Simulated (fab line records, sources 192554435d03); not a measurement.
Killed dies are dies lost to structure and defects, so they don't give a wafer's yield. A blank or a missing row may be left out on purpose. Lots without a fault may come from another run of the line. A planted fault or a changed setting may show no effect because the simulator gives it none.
A struck lot beside a sound one | flow n5_finfet | 37 steps out of a route of 1938
Sound: wafers L186.1, L186.2, L186.3. Struck: wafers L174.1, L174.2, L174.3. The cause comes at the end.
At each step with rows: each side's tool, then ch and its chambers, then its first start. Under that, the readings that differ: sound wafers | struck wafers | difference of the means | sigmas: that difference in standard deviations of wafers without a fault.
alike: readings whose means differ by less than 2 such deviations, and words and numbers that are the same on both sides. not compared: withheld readings, readings that some wafer has no value for, bounds like >300 that may hide the same value, and numbers for which the record gives no deviation and whose values overlap.
The two part at a step that has a row with sigmas, a row that says differs or no value, or rows on one side only. Numbers that don't overlap but have no deviation are shown without sigmas and don't part them. A reading that every wafer of one side lacks parts them only if that side has two wafers or more.

first, 9 steps without rows for these wafers: N5_BEOL_M4_ANNEAL_95 (time 240 s); N5_BEOL_M4_SPUTTER_96 (material Cu, target thk 4.5 nm, time 8.29 s); N5_BEOL_M4_ECD_50 (material Cu, target thk 300 nm); N5_BEOL_M4_ANNEAL_51 (time 90 s); N5_BEOL_M4_CMP_52 (polishes, stops on SiOC, t overpolish 6.8 s, target thk 40 nm); N5_BEOL_M4_PRE_CLEAN_60 (time 15 s); N5_BEOL_M4_CO_CAP_55 (material Co, precursor CCTBA/H2, target thk 2 nm, time 102.1 s); N5_BEOL_M4_PRE_CLEAN_56 (time 15 s); N5_BEOL_M4_DEP_57 (deposits SiCN from 3MS/NH3, target thk 8 nm, time 14 s).
N5_BEOL_M4_RC_MEAS_101:
  sound on prober-02 ch 0, day 12 19:04; struck on prober-01 ch 0, day 9 19:45
  alike: DIBL_N, DIBL_P, IOFF_N, IOFF_P, ION_N, ION_P, SS_N, SS_P, VT_N, VT_P
then, 24 steps without rows for these wafers: N5_BEOL_M5_ILD_DEP_00 (deposits SiCOH lowk from DEMS/porogen, target thk 140.64 nm, time 25.9 s); N5_BEOL_M5_CURE_79 (cures SiCOH lowk, time 240 s); N5_BEOL_M5_PECVD_70 (deposits SiO2 from TEOS/O2, target thk 16 nm, time 18 s); N5_BEOL_M5_HM_DEP_02 (deposits TiN, target thk 20 nm); N5_BEOL_M5_COAT_59 (time 60 s, resist thk 60 nm); N5_BEOL_M5_COAT_60 (time 60 s, resist thk 12 nm); N5_BEOL_M5_COAT_71 (time 60 s, resist thk 5 nm); N5_BEOL_M5_COAT_05 (resist thk 30 nm); N5_BEOL_M5_EBR_07; N5_BEOL_M5_SOFTBAKE_06 (time 60 s); N5_BEOL_M5_EXPOSE_08 (exposes mask M5, target cd 28 nm); N5_BEOL_M5_PEB_09 (peb time 60 s); N5_BEOL_M5_DEVELOP_10 (develop time 30 s); N5_BEOL_M5_DESCUM_16 (chemistry O2, time 7 s); N5_BEOL_M5_ETCH_72 (etches underlayer in N2/H2, target depth 6.5 nm, time 5.2 s); N5_BEOL_M5_ETCH_61 (etches SiARC in CF4, target depth 15.6 nm, time 26 s); N5_BEOL_M5_ETCH_62 (etches SOC in N2/H2, target depth 75 nm, overetch 15 nm, time 112.5 s); N5_BEOL_M5_STRIP_63 (strips in N2/H2); N5_BEOL_M5_STRIP_73 (strips in N2/H2); N5_BEOL_M5_STRIP_64 (strips in CF4); N5_BEOL_M5_HM_OPEN_17 (chemistry Cl2/BCl3, target TiN, target depth 20 nm, overetch 6 nm); N5_BEOL_M5_STRIP_19 (strips in O2); N5_BEOL_M5_COAT_65 (time 60 s, resist thk 60 nm); N5_BEOL_M5_COAT_66 (time 60 s, resist thk 12 nm).
N5_BEOL_M9_SPUTTER_48: material Cu, target thk 12 nm, time 2 s.
  sound on pvd_sputter-03, day 14 14:06; struck on pvd_sputter-03, day 11 15:34
  no value came back on the struck wafers for any of 5 readings (bias_v (V), cathode_dc_power_W (W) and others); on the sound wafers bias_v (V) reads 61.1 59.0 59.9
N5_BEOL_M9_CMP_52: polishes, stops on SiCOH lowk, t overpolish 7 s, target thk 140 nm.
  sound on cmp-03 ch 0,2,3, day 14 14:48; struck on cmp-03 ch 0,1,2, day 11 17:47
  reading                | sound    | struck | difference | sigmas
  time_to_endpoint_s (s) | 66 65 71 | 0 0 0  | -67        | -18
  alike: clearing_platen_rpm, edge_zone_pressure_frac, motor_current_A
-- the record jumps here: 2 days lie between the struck wafers' starts before and after (it left off in module BEOL_M9 and takes up again in module PASSIVATION, whose first step shown is number 1936 of the route) --
N5_PASSIVATION_PROBE_49:
  sound on prober-01, day 16 21:09; struck on prober-02, day 14 04:07
  reading                  | sound | struck         | difference | sigmas
  defect_limited_yield (%) | 90.2  | 0 0 0          | -90        | -60
  killed_at_M4_up          | 4     | 1096 1101 1092 | +1092      | +99 or more
  killed_dies              | 116   | 1180 1180 1180 | +1064      | +59
  killed_on_rim            | 16    | 152 152 152    | +136       | +33
  sort_bin_5_function (%)  | 5.6   | 96.4 97.7 97.1 | +91.5      | +83
  sort_n_pass              | 1064  | 0 0 0          | -1064      | -59
  sort_yield_pct (%)       | 90.2  | 0 0 0          | -90        | -60
  alike: killed_at_M0_to_M3, killed_at_contacts, killed_at_front_end, killed_at_other, killed_open, killed_short, sort_bin_6_memory

WHERE THEY PART
First at N5_BEOL_M9_SPUTTER_48; last, within this record, at N5_PASSIVATION_PROBE_49.

WHY: what the simulator had put in
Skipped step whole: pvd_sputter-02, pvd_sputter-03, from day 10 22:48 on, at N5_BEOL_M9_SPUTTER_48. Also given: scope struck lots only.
